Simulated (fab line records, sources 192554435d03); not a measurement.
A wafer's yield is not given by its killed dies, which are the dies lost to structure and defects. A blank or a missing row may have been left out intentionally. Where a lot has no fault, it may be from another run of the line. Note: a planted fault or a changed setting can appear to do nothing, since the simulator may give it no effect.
Which tool was responsible?    flow n5-finfet    30 wafers from 10 lots sampled at 2 of the route's 1938 steps

== WHAT EACH GAUGE READ, for each wafer ==
N5_SD_EPI_P_INSPECT_26: inspects for defects (darkfield).
lot   measured     on                 raw-defect-count
L183  day 3 11:47  defect-inspect-02  200 188 183
L184  day 3 13:47  defect-inspect-01  214 165 164
L185  day 4 00:12  defect-inspect-02  169 162 173
L186  day 4 02:24  defect-inspect-02  200 181 165
L189  day 5 00:47  defect-inspect-01  174 927 179
L197  day 6 20:28  defect-inspect-02  119 169 128
L202  day 8 05:20  defect-inspect-02  148 182 208
L201  day 8 09:31  defect-inspect-01  305 210 236
L205  day 8 21:24  defect-inspect-01  142 167 141
L206  day 9 05:46  defect-inspect-02  102 214 171

== TOOL THAT RAN EACH LOT (tool first, then ch and the chambers of the sampled wafers, then the start) ==
lot   N5_SD_EPI_P_PRECLEAN_24
L183  wet-bench-06 ch 3,4,6, day 3 11:43
L184  wet-bench-03 ch 1,3,6, day 3 13:43
L185  wet-bench-03 ch 1,2,3, day 4 00:08
L186  wet-bench-03 ch 4,6,7, day 4 02:19
L189  wet-bench-03 ch 0,1,3, day 5 00:43
L197  wet-bench-02 ch 0,2,7, day 6 20:23
L202  wet-bench-02 ch 0,5,7, day 8 05:16
L201  wet-bench-02 ch 1,2,6, day 8 09:26
L205  wet-bench-02 ch 0,2,6, day 8 21:20
L206  wet-bench-03 ch 0,1,7, day 9 05:41
- N5_SD_EPI_P_PRECLEAN_24: cleans in O3/DIW, time 45 s.

== THE ANSWER, worked out from the rows above alone ==
Rule: usual is defined by the lots themselves. The widest of any qualifying gaps counts: lots, ordered by their means at a reading, are off when they make up no more than a third of the lots, leave a main group of 4 or more, and stand apart from it by 3 or more times the standard deviation of that group's means. A main group is skipped when, at the precision printed for the reading in the tables above, its means are all equal. A lot without any number at a reading at which 4 lots or more have one is off too. Any other lot the step has rows for is counted as sound.
Off: L189, at N5_SD_EPI_P_INSPECT_26 (raw-defect-count). The main group has a mean of 178 with a standard deviation of 30.
If a tool, at a process step before that reading, ran all the lots that are off and no sound lot after the first of them, it fits. Gauges at N5_SD_EPI_P_INSPECT_26: tried the same way as those tools. Of those tried, none fits.

== WHAT THE SIMULATOR HAD INSERTED ==
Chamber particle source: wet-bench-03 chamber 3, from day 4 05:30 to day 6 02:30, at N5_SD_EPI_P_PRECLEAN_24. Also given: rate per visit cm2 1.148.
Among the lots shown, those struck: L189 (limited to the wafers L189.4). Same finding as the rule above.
